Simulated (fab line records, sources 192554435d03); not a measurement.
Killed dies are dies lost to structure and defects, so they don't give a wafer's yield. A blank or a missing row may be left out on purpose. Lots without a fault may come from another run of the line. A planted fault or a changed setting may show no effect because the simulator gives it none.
Chamber matching | flow n5_finfet | N5_SDB_CMP_30 on cmp-01: 4 sister chambers
The step polishes, stops on poly-Si, t overpolish 1.54 s, target thk 30 nm. 14 wafers are shown with their chamber, then 6 later ones without.

WAFERS WITH THEIR CHAMBER
wafer  | chamber | motor_current_A (A) | time_to_endpoint_s (s) | slurry_flow_ml_min
L436.3 | 2       | 11.1                | 23                     | 149.2
L436.4 | 0       | 13.1                | 14                     | 149.6
L436.5 | 1       | 14.5                | 20                     | 149.7
L437.2 | 2       | 10.3                | 19                     | 149.3
L437.4 | 0       | 12.2                | 11                     | 149.8
L437.6 | 0       | 12.7                | 13                     | 150.1
L443.2 | 3       | 12.2                | 22                     | 149.8
L443.4 | 0       | 12.4                | 14                     | 150.6
L443.6 | 2       | 10.3                | 18                     | 149.3
L446.2 | 3       | 12.4                | 22                     | 150.1
L446.3 | 0       | 13.0                | 12                     | 150.2
L446.6 | 1       | 13.6                | 20                     | 150.2
L447.1 | 1       | 14.1                | 20                     | 149.2
L447.6 | 1       | 14.0                | 19                     | 149.1

SIGNATURES (means of the wafers above)
reading            | chamber 0 | chamber 1 | chamber 2 | chamber 3 | scatter within a chamber
motor_current_A    | 12.680    | 14.050    | 10.567    | 12.300    | 0.38
time_to_endpoint_s | 12.80     | 19.75     | 20.00     | 22.00     | 1.47
slurry_flow_ml_min | 150.060   | 149.550   | 149.267   | 149.950   | 0.376
Rule: a wafer's distance from a chamber is the root of the sum, over the readings, of the square of ((its reading less the chamber's mean) divided by the reading's scatter). The wafer belongs to the nearest chamber; if the next one is less than 2 further off, it can't be placed. The scatter: the root of (the sum of the squares of (reading less its chamber's mean) over the shown wafers, divided by (wafers less chambers)).

WAFERS WITHOUT THEIR CHAMBER
wafer  | motor_current_A (A) | time_to_endpoint_s (s) | slurry_flow_ml_min
L449.1 | 11.0                | 17                     | 150.2
L449.4 | 14.8                | 21                     | 149.9
L449.6 | 11.1                | 18                     | 150.4
L458.3 | 10.9                | 21                     | 149.2
L458.5 | 10.9                | 19                     | 149.4
L458.6 | 14.4                | 21                     | 149.3

WHICH CHAMBER EACH WENT THROUGH
wafer  | from the rows above          | in truth
L449.1 | can't be placed: 2 or 3 or 0 | 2
L449.4 | 1                            | 1
L449.6 | can't be placed: 2 or 3 or 0 | 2
L458.3 | 2                            | 2
L458.5 | 2                            | 2
L458.6 | 1                            | 1
Placed correctly: 4 of 6. Can't be placed from these rows: 2 (the true chamber is among the candidates in 2). Placed wrongly: 0.
